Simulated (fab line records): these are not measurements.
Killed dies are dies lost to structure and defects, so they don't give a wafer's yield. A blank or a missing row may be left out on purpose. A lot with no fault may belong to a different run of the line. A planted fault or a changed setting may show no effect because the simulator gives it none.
Which of the tools did it? :: flow nandHarc :: route of 1302 steps, sampled at 1 step: 12 lots, 36 wafers

## WHAT THE GAUGES SHOWED, per wafer
NHARC_A_CHANNEL_HOLE_D2_OVL_MEAS_11.
lot: L075
measured: day 13 18:16
on: overlay-01
overlayYNm (nm): -0.2 -0.6 -0.8

lot: L077
measured: day 14 06:21
on: overlay-01
overlayYNm (nm): 1.3 0.5 0.2

lot: L079
measured: day 15 03:57
on: overlay-02
overlayYNm (nm): 0.6 0.4 0.1

lot: L081
measured: day 16 02:10
on: overlay-01
overlayYNm (nm): 1.1 1.1 0.6

lot: L084
measured: day 17 12:52
on: overlay-01
overlayYNm (nm): -0.3 -0.5 -0.2

lot: L086
measured: day 18 00:44
on: overlay-02
overlayYNm (nm): -0.5 -0.1 -0.3

lot: L087
measured: day 19 06:28
on: overlay-01
overlayYNm (nm): -0.6 -1.0 -0.6

lot: L089
measured: day 19 08:23
on: overlay-02
overlayYNm (nm): -0.2 -0.4 0.6

lot: L091
measured: day 20 08:46
on: overlay-01
overlayYNm (nm): -0.5 -0.2 -0.7

lot: L093
measured: day 20 20:11
on: overlay-01
overlayYNm (nm): -0.3 -0.5 -0.9

lot: L095
measured: day 22 02:31
on: overlay-01
overlayYNm (nm): 0.1 0.3 -0.2

lot: L097
measured: day 22 15:07
on: overlay-02
overlayYNm (nm): 0.2 0.4 0.0

## WHAT TOOL EACH LOT RAN ON (gives the tool, then ch and the chambers of the sampled wafers, and finally the start)
The record shows no process step preceding these readings.

## THE ANSWER, worked out from the rows above alone
Rule: the lots themselves supply what counts as usual. Put in order of their means at a reading, lots are off if they are a third of the lots or fewer, leave a main group of 4 or more, and stand apart from it by a gap of 3 or more times the standard deviation of the main group's means; of several such gaps the widest counts. A main group is skipped when, at the precision printed for the reading in the tables above, its means are all equal. A lot without any number at a reading at which 4 lots or more have one is off too. Where the step has rows for the other lots, those lots are counted as sound.
No lot is off at any reading shown: from this, nothing can be told.

## WHAT THE SIMULATOR HAD INSERTED
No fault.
